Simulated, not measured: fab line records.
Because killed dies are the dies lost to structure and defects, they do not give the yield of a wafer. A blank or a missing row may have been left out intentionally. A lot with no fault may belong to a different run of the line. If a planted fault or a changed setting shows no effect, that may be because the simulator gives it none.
A lot that was struck, set against a sound lot -- flow n5-finfet -- 32 steps out of a route of 1938
Sound: the wafers L950.2, L950.4, L950.6. The struck wafers were L954.2, L954.5, L954.6. The cause comes at the end.
For every step that has rows: the tool of each side, followed by ch and its chambers, followed by its first start. Under that, the readings that differ: sound wafers -- struck wafers -- difference of the means -- sigmas: that difference in standard deviations of wafers without a fault.
alike: readings with means less than 2 such deviations apart, plus words and numbers identical on both sides. not compared: withheld readings, readings lacking a value on some wafer, bounds such as >300 that could conceal the same value, and numbers that have no deviation in the record and whose values overlap.
Wherever a step has rows on one side only, a row that says differs or no value, or a row with sigmas, the two part there. Numbers that don't overlap but have no deviation are shown without sigmas and don't part them. Lack of a reading on every wafer of one side parts them only where that side has two or more wafers.

first, 10 steps without rows for these wafers: N5_SD_EPI_P_PRECLEAN_51 (cleans in NF3:NH3, afs cycles 1, time 20 s, sublimation time 60 s); N5_SD_EPI_P_VAPOR_ETCH_44 (etches SiGe30 in NF3/Ar, time 3.3 s); N5_SD_EPI_P_EPI_21 (deposits SiGe:B, time 355 s); N5_SD_EPI_P_HM_STRIP_48 (strips SiNx in H3PO4, material SiNx, target depth 3 nm); N5_SD_EPI_P_SRD_49 (time 30 s); N5_SD_EPI_P_PRECLEAN_24 (cleans in O3/DIW, time 45 s); N5_SD_EPI_P_PRECLEAN_32 (cleans in dHF, time 10 s); N5_SD_EPI_P_PRECLEAN_33 (cleans in SC2, time 45 s); N5_SD_EPI_P_SRD_25 (time 30 s); N5_SD_ACTIVATION_RTA_00 (time 0 s).
N5_SD_ACTIVATION_LSA_01: time 0.0008 s.
  sound on laser-anneal-01 ch 0, day 5 10:53; struck on laser-anneal-01 ch 0, day 6 17:02
reading,sound,struck,difference,sigmas
wafer_temp_C_max,1084.0 1085.4 1086.4,1075.1 1073.1 1076.4,-10.4,-9
N5_SD_ACTIVATION_RS_MEAS_03: uses a four-point probe to measure.
  struck on film-metro-01, day 6 17:13; sound on film-metro-02, day 5 11:04
reading,sound,struck,difference,sigmas
RS_SD_N (ohm/sq),21.75 21.80 21.88,23.04 23.13 22.76,+1.17,+4
  alike: RS_SD_P
then, 19 steps without rows for these wafers: N5_ILD0_LINER_00 (material SiNx, target thk 4 nm, pulse time 1 s, purge time 2 s); N5_ILD0_FCVD_FILL_01 (material SiO2 flowable, target thk 200 nm, time 328.3 s); N5_ILD0_CURE_02 (time 1800 s); N5_ILD0_CMP_03 (polishes, stops on SiNx, t overpolish 1.9 s, target thk 197.38 nm); N5_ILD0_CMP_07 (polishes SiO2 flowable, stops on poly-Si, t overpolish 1.18 s, target thk 138.88 nm); N5_ILD0_PRECLEAN_10 (cleans in NF3:NH3, afs cycles 5, time 20 s, sublimation time 60 s); N5_ILD0_ALD_15 (deposits SiNx, target thk 24 nm, pulse time 1 s, ald cycles 480); N5_ILD0_CMP_12 (polishes SiNx, stops on poly-Si, t overpolish 6 s, target thk 17.67 nm); N5_SDB_HM_DEP_00 (deposits SiNx from SiH4/NH3/N2, target thk 40 nm, time 35.3 s); N5_SDB_COAT_03 (time 60 s, resist thk 100 nm); N5_SDB_COAT_04 (time 60 s, resist thk 18 nm); N5_SDB_COAT_05 (resist thk 90 nm); N5_SDB_EBR_07; N5_SDB_SOFTBAKE_06 (time 60 s); N5_SDB_EXPOSE_08 (exposes mask SDB); N5_SDB_PEB_09 (peb time 60 s); N5_SDB_DEVELOP_10 (develop time 30 s); N5_SDB_DESCUM_16 (chemistry O2, time 7.9 s); N5_SDB_ETCH_17 (etches SiARC in CF4, target depth 23.4 nm, time 39 s).
-- the record jumps here: 5 days lie between the struck wafers' starts before and after (it left off in module SDB and takes up again in module BEOL_M4, whose first step shown is number 1111 of the route) --
N5_BEOL_M4_RC_MEAS_101:
  sound on prober-01 ch 0, day 10 09:43; struck on prober-01 ch 0, day 11 13:02
reading,sound,struck,difference,sigmas
RC_DENSE_N (ohm.um),19.1 18.9 19.1,19.7 20.1 20.3,+1.0,+2
RC_N (ohm.um),15.6 15.6 15.8,16.1 16.4 16.7,+0.7,+2
RS_SD_N (ohm/sq),28.0 27.7 27.9,29.8 29.3 29.3,+1.6,+5
VT_N (mV),252 254 256,252 244 247,-6,-2
  alike: DIBL_N, DIBL_P, IOFF_N, IOFF_P, ION_N, ION_P, SS_N, SS_P, VT_P

## WHERE THEY PART
Last at N5_BEOL_M4_RC_MEAS_101 as far as this record goes, first at N5_SD_ACTIVATION_LSA_01.

WHY: whatever the simulator had introduced
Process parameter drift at N5_SD_ACTIVATION_LSA_01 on laser-anneal-01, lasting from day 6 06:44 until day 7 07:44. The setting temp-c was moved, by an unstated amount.
